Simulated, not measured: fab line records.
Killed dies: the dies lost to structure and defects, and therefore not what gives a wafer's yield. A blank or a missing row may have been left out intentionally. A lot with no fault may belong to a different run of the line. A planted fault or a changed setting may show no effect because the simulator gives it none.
Matching of chambers :: flow n5-finfet :: 3 sister chambers for N5_BEOL_M5_PECVD_70 on pecvd-03
The step deposits SiO2 from TEOS/O2, target thk 16 nm, time 18 s. 3 wafers are shown with their chamber, then 7 later ones without.

WAFERS WITH THEIR CHAMBER
wafer: L093.1
chamber: 1
throttle-valve-pct (%): 22.9

wafer: L094.1
chamber: 0
throttle-valve-pct (%): 25.1

wafer: L094.2
chamber: 2
throttle-valve-pct (%): 21.8

WAFERS MISSING THEIR CHAMBER
wafer: L094.3
throttle-valve-pct (%): 23.1

wafer: L097.1
throttle-valve-pct (%): 23.2

wafer: L097.3
throttle-valve-pct (%): 24.8

wafer: L097.6
throttle-valve-pct (%): 23.2

wafer: L096.4
throttle-valve-pct (%): 23.0

wafer: L096.5
throttle-valve-pct (%): 24.8

wafer: L096.6
throttle-valve-pct (%): 21.8

WHICH CHAMBER EACH WENT THROUGH
wafer: L094.3
from the rows above: 1
in truth: 1

wafer: L097.1
from the rows above: 1
in truth: 1

wafer: L097.3
from the rows above: 0
in truth: 0

wafer: L097.6
from the rows above: 1
in truth: 1

wafer: L096.4
from the rows above: 1
in truth: 1

wafer: L096.5
from the rows above: 0
in truth: 0

wafer: L096.6
from the rows above: 2
in truth: 2
Placed correctly: 7 of 7. Left unplaced by these rows: 0. 0 placed wrongly.
How it was worked out, from the rows above alone: a wafer's distance from a chamber is the root of the sum, over the readings, of the square of ((its reading less the chamber's mean) divided by the reading's scatter). The wafer belongs to the nearest chamber; if the next one is less than 2 further off, it can't be placed. The mean given for a chamber averages the wafers shown for that chamber. The scatter: root of mean squared gap, hidden wafer to nearest shown wafer, with one shown wafer a chamber.
